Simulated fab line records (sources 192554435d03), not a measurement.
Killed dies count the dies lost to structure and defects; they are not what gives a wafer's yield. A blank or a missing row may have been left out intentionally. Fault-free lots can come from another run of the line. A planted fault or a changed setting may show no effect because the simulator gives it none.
Code-filled problem report in 8D (eight disciplines) form / flow n5 finfet / the parts of the form that need people (team, actions taken, sign-off) are left out

## 1. PROBLEM STATEMENT
On 3 wafers of 1 lot, killed_at_M4_up at N5_PASSIVATION_PROBE_49 has a mean of 106; fault-free wafers read 13, standard deviation 5.4. That is +17 standard deviations from the usual mean.
The first sign was on wafer L130.3 at day 15 17:20, on prober-02. The record holds 3 wafers of 1 lot with a number at this step. By rule, "out" or "out of limits" means more than 4 standard deviations away from the usual mean. The rest of the wafers with a number are treated as sound.

## 2. WHAT IT IS AND WHAT IT IS NOT
question=which readings at this step; is=killed_at_M4_up, defect limited yield, killed dies, sort_bin_5_function, sort n pass, sort yield pct; is not=killed_at_M0_to_M3, killed at contacts, killed at front end, killed at other, killed open, killed short, sort_bin_4_leakage, sort_bin_6_memory
question=which lots; is=L130; is not=-
question=which wafers of those lots; is=all that have a number; is not=-
question=read on which tools; is=prober-02; is not=-
question=when; is=from day 15 17:20; is not=up to then (0 sound wafers)

## 3. THE SUSPECTS, EACH WITH WHAT RULES IT OUT
Counting: a tool at any process step up to the reading remains a suspect when it ran all the lots that are out and ran no sound lot after the first of those.
- pecvd-01 at N5_BEOL_M6_PECVD_70 (deposits SiO2 from TEOS/O2, target thk 20 nm, time 22.7 s): kept. It ran the lot that is out, L130 (day 12 11:13), and no sound lot after that.
- rie metal-02 at N5_MIM_TOP_ETCH_ETCH_00 (etches TiN in Cl2/BCl3, target depth 38.5 nm): kept. It ran the lot that is out, L130 (day 15 07:46), and no sound lot after that.
- rie metal-01 at N5_PASSIVATION_AL_ETCH_33 (etches Al in Cl2/BCl3, stops on TaN, target depth 2800 nm, time 466.7 s): kept. It ran the lot that is out, L130 (day 15 12:14), and no sound lot after that.
- prober-02 at N5_PASSIVATION_PROBE_49: kept. It ran the lot that is out, L130 (day 15 17:20), and no sound lot after that. Out on those wafers are its own readings of defect limited yield, killed_at_M4_up, killed dies, sort_bin_5_function, sort n pass, sort yield pct.
Left after counting: pecvd-01 at N5_BEOL_M6_PECVD_70, rie metal-02 at N5_MIM_TOP_ETCH_ETCH_00, rie metal-01 at N5_PASSIVATION_AL_ETCH_33, prober-02 at N5_PASSIVATION_PROBE_49.

## 4. THE CAUSE (what the simulator had put in)
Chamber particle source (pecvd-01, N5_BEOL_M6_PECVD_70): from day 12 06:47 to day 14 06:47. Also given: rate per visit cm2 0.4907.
This tool is one of the 4 suspects left after counting.

## 5. THE CHAIN OF EFFECTS, in route order
Each row: a reading where the mean over the struck wafers with a number is more than 3 standard deviations away from the usual. Scope: only readings with a usual standard deviation given in the record; hours: median across lots of the time from each lot's start at the first step in this table that gives one to its start at this step; sigmas: change in usual standard deviations.
hours=0; step=N5_PASSIVATION_PROBE_49; reading=defect limited yield; usual=91.1 %; on struck wafers=83.9; change=-7.2; sigmas=-5.5
hours=0; step=N5_PASSIVATION_PROBE_49; reading=killed_at_M4_up; usual=13; on struck wafers=106; change=+93; sigmas=+17
hours=0; step=N5_PASSIVATION_PROBE_49; reading=killed dies; usual=106; on struck wafers=190; change=+84; sigmas=+5.6
hours=0; step=N5_PASSIVATION_PROBE_49; reading=sort_bin_5_function; usual=5.2 %; on struck wafers=9.8; change=+4.6; sigmas=+5.4
hours=0; step=N5_PASSIVATION_PROBE_49; reading=sort n pass; usual=1074; on struck wafers=990; change=-84; sigmas=-5.6
hours=0; step=N5_PASSIVATION_PROBE_49; reading=sort yield pct; usual=91.0 %; on struck wafers=83.9; change=-7.1; sigmas=-5.4
Its process steps:
- N5_PASSIVATION_PROBE_49

## 6. WHAT WOULD HAVE CAUGHT IT SOONER
In this record no reading fell out of limits until day 15 17:20, 83 hours after the fault had begun at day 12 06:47.
Of the tool readings at N5_BEOL_M6_PECVD_70 for which the record gives a usual standard deviation, none was out on any struck wafer, so an alarm limit of 4 standard deviations on them would not have fired.
By day 15 17:20 the whole set of lots that are out, 1 in number, had already begun N5_BEOL_M6_PECVD_70 on pecvd-01. Tool hold at that time: it would have spared none of them.
